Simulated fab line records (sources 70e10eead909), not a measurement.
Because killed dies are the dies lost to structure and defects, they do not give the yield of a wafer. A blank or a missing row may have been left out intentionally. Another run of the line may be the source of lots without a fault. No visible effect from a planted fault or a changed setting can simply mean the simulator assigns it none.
Matching of chambers	flow nand_harc	4 sister chambers for NHARC_P_CONTACT_DESCUM_17 on rie_diel-02
The step chemistry O2, time 3 s. 4 wafers are shown with their chamber, then 8 later ones without.

WAFERS, EACH WITH ITS CHAMBER
wafer	chamber	drypump_motor_current_A (A)
L085.4	2	5.4
L085.5	1	5.9
L088.3	0	5.3
L094.3	3	4.8

WAFERS WITHOUT THEIR CHAMBER
wafer	drypump_motor_current_A (A)
L094.4	5.4
L094.6	4.8
L094.1	5.8
L094.2	5.3
L094.5	5.4
L095.2	5.4
L095.4	5.9
L095.5	5.3

EACH ONE'S CHAMBER
wafer	from the rows above	in truth
L094.4	2	2
L094.6	3	3
L094.1	1	1
L094.2	0	0
L094.5	2	2
L095.2	2	2
L095.4	1	1
L095.5	0	0
8 of 8 placed correctly. From these rows, 0 cannot be placed. Placed wrongly: 0.
How it was worked out, from the rows above alone: a wafer's distance from a chamber is the root of the sum, over the readings, of the square of ((its reading less the chamber's mean) divided by the reading's scatter). If the next closest chamber is less than 2 further off than the closest, the wafer can't be placed; otherwise it belongs to the closest. The mean given for a chamber averages the wafers shown for that chamber. The scatter: with one shown wafer a chamber, the root of the mean of the squares of how far each hidden wafer lies from its nearest shown one.
